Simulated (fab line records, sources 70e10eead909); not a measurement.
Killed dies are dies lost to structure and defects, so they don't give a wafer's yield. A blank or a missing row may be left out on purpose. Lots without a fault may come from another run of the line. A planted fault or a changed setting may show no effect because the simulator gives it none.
Chamber matching | flow nand_harc | NHARC_A_BLC_ALD_23 on ald_metal-04: 4 sister chambers
The step deposits TiN, target thk 3 nm, pulse time 1 s, ald cycles 150. 8 wafers are shown with their chamber, then 12 later ones without.

WAFERS WITH THEIR CHAMBER
wafer  | chamber | heater_power_w (W) | precursor_pulse_height_rel
L079.2 | 3       | 1105               | 1.009
L083.6 | 0       | 1179               | 0.960
L085.1 | 3       | 1153               | 0.963
L085.2 | 1       | 1090               | 0.975
L085.4 | 2       | 998                | 1.007
L088.1 | 2       | 970                | 0.994
L088.2 | 1       | 1104               | 1.011
L088.5 | 0       | 1095               | 0.991

WAFERS WITHOUT THEIR CHAMBER
wafer  | heater_power_w (W) | precursor_pulse_height_rel
L092.4 | 940                | 1.002
L092.5 | 1196               | 0.979
L092.6 | 1098               | 1.049
L094.1 | 1182               | 1.037
L094.3 | 1108               | 1.025
L094.4 | 1100               | 0.988
L095.1 | 1197               | 1.030
L095.2 | 979                | 1.016
L095.4 | 1088               | 0.989
L095.3 | 1082               | 0.961
L095.5 | 966                | 1.004
L095.6 | 1096               | 1.008

WHICH CHAMBER EACH WENT THROUGH
wafer  | from the rows above               | in truth
L092.4 | 2                                 | 2
L092.5 | can't be placed: 0 or 3 or 1      | 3
L092.6 | can't be placed: 1 or 3 or 0 or 2 | 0
L094.1 | can't be placed: 3 or 0 or 1      | 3
L094.3 | can't be placed: 1 or 3 or 0      | 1
L094.4 | can't be placed: 1 or 3 or 0      | 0
L095.1 | can't be placed: 3 or 0 or 1      | 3
L095.2 | 2                                 | 2
L095.4 | can't be placed: 1 or 3 or 0      | 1
L095.3 | can't be placed: 1 or 0 or 3 or 2 | 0
L095.5 | 2                                 | 2
L095.6 | can't be placed: 1 or 3 or 0      | 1
Placed correctly: 3 of 12. Can't be placed from these rows: 9 (the true chamber is among the candidates in 9). Placed wrongly: 0.
How it was worked out, from the rows above alone: a wafer's distance from a chamber is the root of the sum, over the readings, of the square of ((its reading less the chamber's mean) divided by the reading's scatter). The wafer belongs to the nearest chamber; if the next one is less than 2 further off, it can't be placed. A chamber's mean is the mean of its shown wafers. The scatter: the root of (the sum of the squares of (reading less its chamber's mean) over the shown wafers, divided by (wafers less chambers)).
